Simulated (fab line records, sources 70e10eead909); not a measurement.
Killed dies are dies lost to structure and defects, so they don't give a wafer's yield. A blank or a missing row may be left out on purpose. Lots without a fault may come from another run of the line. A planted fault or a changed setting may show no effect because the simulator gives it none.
Chamber matching | flow nand_harc | NHARC_P_M1_PRE_CLEAN_32 on pecvd-02: 3 sister chambers
The step time 12 s. 3 wafers are shown with their chamber, then 11 later ones without.

WAFERS WITH THEIR CHAMBER
wafer  | chamber | heater_power_w (W)
L085.1 | 1       | 575
L086.6 | 2       | 675
L088.1 | 0       | 612

WAFERS WITHOUT THEIR CHAMBER
wafer  | heater_power_w (W)
L088.3 | 656
L088.5 | 664
L089.1 | 664
L089.4 | 659
L089.5 | 659
L092.3 | 623
L092.5 | 603
L092.6 | 639
L094.2 | 665
L094.3 | 690
L094.5 | 686

WHICH CHAMBER EACH WENT THROUGH
wafer  | from the rows above     | in truth
L088.3 | can't be placed: 2 or 0 | 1
L088.5 | 2                       | 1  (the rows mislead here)
L089.1 | 2                       | 2
L089.4 | 2                       | 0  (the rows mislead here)
L089.5 | 2                       | 2
L092.3 | 0                       | 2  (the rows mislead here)
L092.5 | can't be placed: 0 or 1 | 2
L092.6 | can't be placed: 0 or 2 | 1
L094.2 | 2                       | 2
L094.3 | 2                       | 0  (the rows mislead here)
L094.5 | 2                       | 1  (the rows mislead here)
Placed correctly: 3 of 11. Can't be placed from these rows: 3 (the true chamber is among the candidates in 0). Placed wrongly: 5.
How it was worked out, from the rows above alone: a wafer's distance from a chamber is the root of the sum, over the readings, of the square of ((its reading less the chamber's mean) divided by the reading's scatter). The wafer belongs to the nearest chamber; if the next one is less than 2 further off, it can't be placed. A chamber's mean is the mean of its shown wafers. The scatter: with one shown wafer a chamber, the root of the mean of the squares of how far each hidden wafer lies from its nearest shown one.
